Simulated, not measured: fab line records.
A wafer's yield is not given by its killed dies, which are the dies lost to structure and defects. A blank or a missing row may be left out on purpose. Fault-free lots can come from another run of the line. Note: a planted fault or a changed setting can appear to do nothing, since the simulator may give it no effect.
fab line records	flow n5Finfet
record lots=12	wafers=34	lastDay=19
route steps=1938 shown BEOL_M10@1526 MIM_TOP@1837 PASS1_CAP@1873 PASSIVATION@1929
lots that met no fault: from a run of the same line without faults
startH: hours from the record's first day to the start of the lot's first wafer shown	waitH: how many hours have passed since the lot's step before this one	" repeats the value in the row above	L1.1+2: several wafers, shown together as one row	- no value, or no start given	* or withheld: withheld	< > ~ a bound
route shown NAME@n: names a module that has steps shown in the file, with the first one's number in the route	usual: average and standard deviation across the fault-free wafers	same: alike in all rows	chamber/n: place in a boat	sites: each site's reading	_std_site: the standard deviation of these	_edge_site: mean of outer sites minus mean of inner sites	radiusMm: for every site, how far away it sits from the centre of the wafer	mask NAME#n: copy n	behind: the most recent tool/chamber to have shaped the wafer	hold: why the lot was held/for how many hours/how that ended	device: the transistor (n, p or np) that didn't switch	end of line: at the end of the route, the tests of the same wafers	where a step has no rows: the recipe by itself	killed: not the wafer's yield, but the dies lost to structure and defects at the first sort	map: a wafer's dies, marking killed ones x, the rest . and places with no die _
set.NAME: the setting that was run; set.NAME@STEP: the one run at that earlier step	model.NAME: the simulator's own value behind a step, which no gauge read
one table for each step of the route and one row for each wafer, over a sample of lots
services: when a tool's chamber went out of use (startH, in hours from the record's first day, below 0 if earlier), for how many hours, and the reason
## steps
# step N5_BEOL_M10_CVD_75
# recipe material=Co	targetThkA=20	tempC=withheld	precursor=CCTBA/H2	pressureTorr=30	timeS=138.9
lot.wafer	tool	chamber	startH	waitH
L432.3+5+6	cvdCo-02	2,1,0	257.74	0.1
L434.1+2+6	cvdCo-01	0,2,1	262.14	0.1
L433.2+3+5	cvdCo-01	1,2,2	262.88	0.1
L437.1+3+6	cvdCo-01	1,0,0	292.65	0.2
L442.1+5+6	cvdCo-02	2,2,0	310.92	0.0
L445.2+5	cvdCo-02	1,0	318.89	0.1
L443.1+6	cvdCo-01	1	329.98	0.3
L444.1+3+5	cvdCo-02	0,2,2	335.25	0.1
L448.1+3+5	cvdCo-02	2,1,2	357.06	0.3
L451.1+3+5	cvdCo-01	2,1,0	379.51	0.0
L452.1+2+5	cvdCo-01	0,1,2	387.28	0.2
L455.1+3+6	cvdCo-02	1,2,2	404.47	0.1
# step N5_MIM_TOP_DEGAS_04
# recipe ambient=vacuum	tempC=300	timeS=60
# usual heaterPowerW=476/52
lot.wafer	tool	chamber	startH	waitH	heaterPowerW
L432.3	pvdSputter-02	-	293.58	-	567
L432.5	"	-	"	"	472
L432.6	"	-	"	"	406
L433.2	pvdSputter-03	-	301.29	-	433
L433.3	"	-	"	"	437
L433.5	"	-	"	"	417
L434.1	pvdSputter-03	-	305.27	-	450
L434.2	"	-	"	"	496
L434.6	"	-	"	"	460
L437.1	pvdSputter-03	-	325.49	-	469
L437.3	"	-	"	"	498
L437.6	"	-	"	"	438
L442.1	pvdSputter-03	-	343.03	-	431
L442.5	"	-	"	"	442
L442.6	"	-	"	"	457
L445.2	pvdSputter-02	-	354.61	-	406
L445.5	"	-	"	"	589
L443.1	pvdSputter-02	-	367.32	-	412
L443.6	"	-	"	"	473
L444.1	pvdSputter-02	-	373.01	-	405
L444.3	"	-	"	"	573
L444.5	"	-	"	"	591
L448.1	pvdSputter-03	-	402.20	-	473
L448.3	"	-	"	"	437
L448.5	"	-	"	"	449
L451.1	pvdSputter-03	-	415.82	-	436
L451.3	"	-	"	"	510
L451.5	"	-	"	"	437
L452.1	pvdSputter-01	-	428.54	-	447
L452.2	"	-	"	"	522
L452.5	"	-	"	"	505
L455.1	pvdSputter-01	-	437.08	-	437
L455.3	"	-	"	"	502
L455.6	"	-	"	"	452
# step N5_PASSIVATION_PECVD_55
# recipe material=SiO2	targetThkA=4000	tempC=400	precursor=SiH4/N2O	pressureTorr=2.7	rfW=608	timeS=22.5
# usual heaterPowerW=648/69	showerheadPlenumPTorr=8.18/0.13	throttleValvePct=53.0/2.4
lot.wafer	tool	chamber	startH	waitH	heaterPowerW	showerheadPlenumPTorr	throttleValvePct
L432.3	pecvd-04	0	296.35	0.0	490	8.32	55.5
L432.5	"	0	"	"	518	8.30	55.7
L432.6	"	1	"	"	598	8.30	53.3
L433.2	pecvd-04	0	304.17	0.0	495	8.29	55.8
L433.3	"	1	"	"	633	8.31	53.0
L433.5	"	0	"	"	510	8.30	55.6
L434.1	pecvd-04	2	307.79	0.0	618	8.02	49.4
L434.2	"	1	"	"	617	8.30	53.5
L434.6	"	2	"	"	668	8.03	49.6
L437.1	pecvd-04	1	328.21	0.0	653	8.29	53.4
L437.3	"	2	"	"	718	8.02	49.8
L437.6	"	2	"	"	725	8.01	49.6
L442.1	pecvd-04	0	345.92	0.0	609	8.28	55.5
L442.5	"	0	"	"	466	8.31	55.7
L442.6	"	1	"	"	528	8.30	53.5
L445.2	pecvd-01	1	357.12	0.0	737	8.33	52.6
L445.5	"	0	"	"	696	8.16	56.0
L443.1	pecvd-04	1	370.21	0.0	526	8.29	53.1
L443.6	"	1	"	"	563	8.29	53.3
L444.1	pecvd-04	1	375.59	0.0	644	8.29	53.5
L444.3	"	0	"	"	559	8.29	55.7
L444.5	"	2	"	"	697	8.01	49.7
L448.1	pecvd-04	2	404.87	0.0	658	8.04	50.3
L448.3	"	0	"	"	550	8.29	55.8
L448.5	"	2	"	"	693	8.05	50.1
L451.1	pecvd-02	0	418.69	0.0	736	8.14	53.5
L451.3	"	2	"	"	626	8.15	49.1
L451.5	"	0	"	"	573	8.12	53.6
L452.1	pecvd-04	1	431.10	0.0	635	8.31	53.0
L452.2	"	0	"	"	543	8.30	55.5
L452.5	"	0	"	"	531	8.30	55.8
L455.1	pecvd-01	1	439.44	0.0	662	8.31	52.6
L455.3	"	2	"	"	687	7.97	53.0
L455.6	"	2	"	"	550	7.99	53.1
# step N5_PASSIVATION_PASS_ETCH_47
# recipe chemistry=CF4/O2	target=SiNx	targetDepthA=7700	timeS=385	ionEnergyEv=100	pressureMtorr=40	sourceW=535	biasW=49	Ar_flow_sccm=100	cf4FlowSccm=100	O2_flow_sccm=10
# usual chamberPressureMTorr=40.00/0.036	drypumpMotorCurrentA=5.7/0.43	oes_f_703_au=0.80/0.077	oesProductAu=0.80/0.084	rfVppV=239/4	showerheadPlenumPTorr=2.20/0.042	throttleValvePct=15.86/0.2
lot.wafer	tool	chamber	startH	waitH	chamberPressureMTorr	drypumpMotorCurrentA	oes_f_703_au	oesProductAu	rfHoursCounterH	rfVppV	showerheadPlenumPTorr	throttleValvePct
L432.3	rieDiel-05	3	303.03	0.0	39.99	5.3	0.84	0.81	73	237	2.22	15.69
L432.5	"	1	"	"	40.01	5.4	0.72	0.71	-	238	2.17	16.19
L432.6	"	2	"	"	40.01	5.5	0.95	0.96	-	243	2.18	15.54
L433.2	rieDiel-02	3	309.22	0.0	40.01	6.3	0.83	0.84	69	242	2.31	15.84
L433.3	"	0	"	"	40.10	5.1	0.90	0.89	18	237	2.25	15.82
L433.5	"	0	"	"	40.03	5.2	0.90	0.90	-	237	2.25	15.80
L434.1	rieDiel-06	3	314.38	0.0	40.03	5.8	0.73	0.70	222	235	2.17	16.02
L434.2	"	0	"	"	40.03	5.8	0.81	0.83	80	243	2.23	15.85
L434.6	"	2	"	"	39.98	6.3	0.65	0.68	-	247	2.18	16.14
L437.1	rieDiel-06	3	333.51	0.0	40.02	5.8	0.72	0.70	229	233	2.17	16.03
L437.3	"	1	"	"	40.01	5.7	0.79	0.79	89	239	2.23	15.75
L437.6	"	3	"	"	40.01	5.8	0.72	0.70	-	233	2.17	16.04
L442.1	rieDiel-02	2	350.28	0.0	40.02	5.8	0.78	0.77	109	234	2.22	15.91
L442.5	"	0	"	"	40.05	5.2	0.87	0.85	-	238	2.25	15.85
L442.6	"	3	"	"	39.98	6.4	0.81	0.81	-	243	2.31	15.85
L445.2	rieDiel-05	2	362.90	0.0	39.95	5.5	0.88	0.90	23	241	2.17	15.59
L445.5	"	0	"	"	40.03	6.2	0.66	0.67	-	241	2.17	16.17
L443.1	rieDiel-05	1	376.34	0.0	40.00	5.4	0.70	0.69	243	238	2.16	16.21
L443.6	"	2	"	"	40.05	5.5	0.86	0.88	-	241	2.17	15.60
L444.1	rieDiel-02	1	382.14	0.0	40.00	5.0	0.87	0.89	30	238	2.15	15.57
L444.3	"	2	"	"	40.00	5.8	0.76	0.77	121	234	2.21	15.93
L444.5	"	2	"	"	39.97	5.8	0.77	0.76	-	233	2.21	15.93
L448.1	rieDiel-02	1	411.47	0.0	39.95	5.0	0.85	0.87	42	236	2.15	15.59
L448.3	"	0	"	"	39.98	5.2	0.85	0.85	48	236	2.24	15.85
L448.5	"	1	"	"	40.01	5.0	0.86	0.86	-	237	2.15	15.61
L451.1	rieDiel-05	0	425.77	0.0	39.95	6.2	0.95	0.98	2	242	2.16	15.73
L451.3	"	3	"	"	40.03	5.3	0.79	0.77	120	235	2.20	15.76
L451.5	"	0	"	"	40.00	6.2	0.95	0.97	-	241	2.16	15.73
L452.1	rieDiel-02	3	436.21	0.0	40.00	6.4	0.78	0.78	118	242	2.30	15.91
L452.2	"	2	"	"	40.02	5.8	0.75	0.74	143	235	2.21	15.98
L452.5	"	0	"	"	39.98	5.2	0.84	0.83	-	236	2.24	15.89
L455.1	rieDiel-02	3	444.75	0.0	39.96	6.4	0.78	0.78	122	242	2.30	15.94
L455.3	"	2	"	"	40.00	5.8	0.75	0.74	146	235	2.20	15.98
L455.6	"	2	"	"	39.99	5.8	0.75	0.75	-	234	2.20	15.97
# step N5_PASSIVATION_PROBE_49
# usual defectLimitedYield=91.6/1.4	killed_at_M0_to_M3=33/10	killed_at_M4_up=13/5.3	killedAtContacts=13/5.9	killedAtFrontEnd=36/12	killedAtOther=4/3.1	killedDies=99/16	killedOpen=65/13	killedShort=32/7.3	sort_bin_5_function=4.9/0.9	sort_bin_6_memory=3.1/0.66	sort_bin_8_speed=0.0/0.42	sortNPass=1081/17	sortYieldPct=91.6/1.4
# same grossDies=1180	killedAtBackSide=0	sort_bin_4_leakage[%]=0
lot.wafer	tool	chamber	startH	waitH	defectLimitedYield[%]	killed_at_M0_to_M3	killed_at_M4_up	killedAtContacts	killedAtFrontEnd	killedAtOther	killedDies	killedOpen	killedShort	sort_bin_5_function[%]	sort_bin_6_memory[%]	sort_bin_8_speed[%]	sortNPass	sortYieldPct[%]
L451.1	prober-02	-	428.78	0.0	90.0	36	21	13	37	11	118	77	38	5.8	3.6	0	1062	90.0
L451.3	prober-02	-	428.88	0.1	91.7	23	14	11	48	2	98	62	33	5.3	2.5	0	1082	91.7
L451.5	prober-02	-	428.98	0.2	81.0	25	144	9	45	1	224	48	45	10.8	4.4	0	956	81.0
L452.1	prober-02	-	439.25	0.0	79.6	50	144	9	37	1	241	65	37	12.6	4.7	0	939	79.6
L452.2	prober-02	-	439.30	0.1	89.1	61	14	4	50	0	129	76	50	7.0	3.5	0	1051	89.1
L452.5	prober-02	-	439.45	0.2	91.4	31	7	13	43	7	101	65	34	5.8	2.5	0	1079	91.4
# killed by level:class
L451.1 FIN_SAQP:geometricParticle:short=10 MOL_CONTACT_COAG:geometricParticle:open=10 BEOL_M0_SAQP:geometricParticle:open=10 BEOL_M4:geometricParticle:open=8 STI_FIN_REVEAL:geometricParticle:open=6 BEOL_M2:geometricParticle:open=6 BEOL_M0:geometricParticle:open=4 ILD0:geometricParticle:short=4
L451.3 FIN_SAQP:geometricParticle:open=9 FIN_SAQP:geometricParticle:short=8 DUMMY_GATE:geometricParticle:open=8 ILD0:geometricParticle:short=7 BEOL_M4:geometricParticle:open=7 MOL_CONTACT_COAG:geometricParticle:open=6 BEOL_M0_SAQP:geometricParticle:open=6 MOL_CONTACT_COAG:geometricParticle:short=5
L451.5 BEOL_M10:unspecified=129 FIN_SAQP:geometricParticle:short=14 STI_FIN_REVEAL:geometricParticle:open=8 BEOL_M0_SAQP:geometricParticle:short=8 BEOL_M2:geometricParticle:short=6 DUMMY_GATE:geometricParticle:open=5 MOL_CONTACT_COAG:geometricParticle:open=5 BEOL_M4:geometricParticle:open=5
L452.1 BEOL_M10:unspecified=138 STI_FIN_REVEAL:geometricParticle:open=15 BEOL_M0_SAQP:geometricParticle:short=13 BEOL_M0_SAQP:geometricParticle:open=12 MOL_CONTACT_COAG:geometricParticle:open=9 BEOL_M3:geometricParticle:open=8 FIN_SAQP:geometricParticle:short=6 BEOL_M0:geometricParticle:open=5
L452.2 FIN_SAQP:geometricParticle:short=17 BEOL_M0_SAQP:geometricParticle:short=17 BEOL_M0_SAQP:geometricParticle:open=17 STI_FIN_REVEAL:geometricParticle:open=11 BEOL_M5:geometricParticle:open=6 GATE_CUT:geometricParticle:short=5 BEOL_M1:geometricParticle:open=5 BEOL_M3:geometricParticle:short=5
L452.5 BEOL_M0_SAQP:geometricParticle:open=13 FIN_SAQP:geometricParticle:open=12 FIN_SAQP:geometricParticle:short=12 MOL_CONTACT_COAG:geometricParticle:open=12 BEOL_M0_SAQP:geometricParticle:short=10 STI_FIN_REVEAL:geometricParticle:open=4 BEOL_M2:geometricParticle:open=3 BEOL_M3:geometricParticle:open=3
## services
tool	chamber	startH	hours	kind
rieDiel-02	0	233.99	1.9	repair
rieDiel-02	0	250.82	-	clean
rieDiel-02	0	250.82	-	consumableReplace:focusRing
rieDiel-02	0	250.82	18.0	scheduledDown
rieDiel-02	0	250.82	18.0	ventCycle
pecvd-04	0	256.02	5.2	repair
rieDiel-02	2	274.60	2.7	repair
pecvd-04	2	301.00	2.5	repair
rieDiel-06	2	318.16	10.9	repair
pecvd-04	1	322.83	2.1	scheduledDown
pecvd-02	-	337.78	0.8	pm
rieDiel-02	0	359.18	8.3	repair
pecvd-01	-	366.19	2.0	repair
rieDiel-06	-	369.08	2.8	pm
cvdCo-02	-	383.44	2.8	pm
rieDiel-02	0	396.89	2.6	repair
pecvd-04	2	398.05	4.6	repair
pecvd-04	0	398.56	2.1	scheduledDown
pvdSputter-02	-	398.94	1.0	repair
pecvd-01	-	409.21	1.3	repair
pecvd-02	-	427.50	14.6	pm
rieDiel-06	1	428.94	21.8	repair
pvdSputter-02	-	432.27	1.7	repair
pecvd-04	2	439.35	8.0	repair
## key
firstSign step=N5_PASSIVATION_PROBE_49	reading=killed_at_M4_up	direction=up	sigmas=25	usual=13	struck=144
effect step=N5_PASSIVATION_PROBE_49	reading=defectLimitedYield	direction=down	sigmas=8.1	usual=91.6	struck=80.3
moreKillsBornAt N5_BEOL_M10_CVD_75@cvdCo-01=267
metAt N5_BEOL_M10_CVD_75
struckLots L451,L452
struckWafers L451.5,L452.1
notActingAt N5_MIM_TOP_DEGAS_04,N5_PASSIVATION_PECVD_55,N5_PASSIVATION_PASS_ETCH_47
onsetBetween 292.65 379.51
fault kind=chamberParticleSource	tool=cvdCo-01	chamber=0	onsetH=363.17	steps=N5_BEOL_M10_CVD_75	ratePerVisitCm2=1.1665	endH=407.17
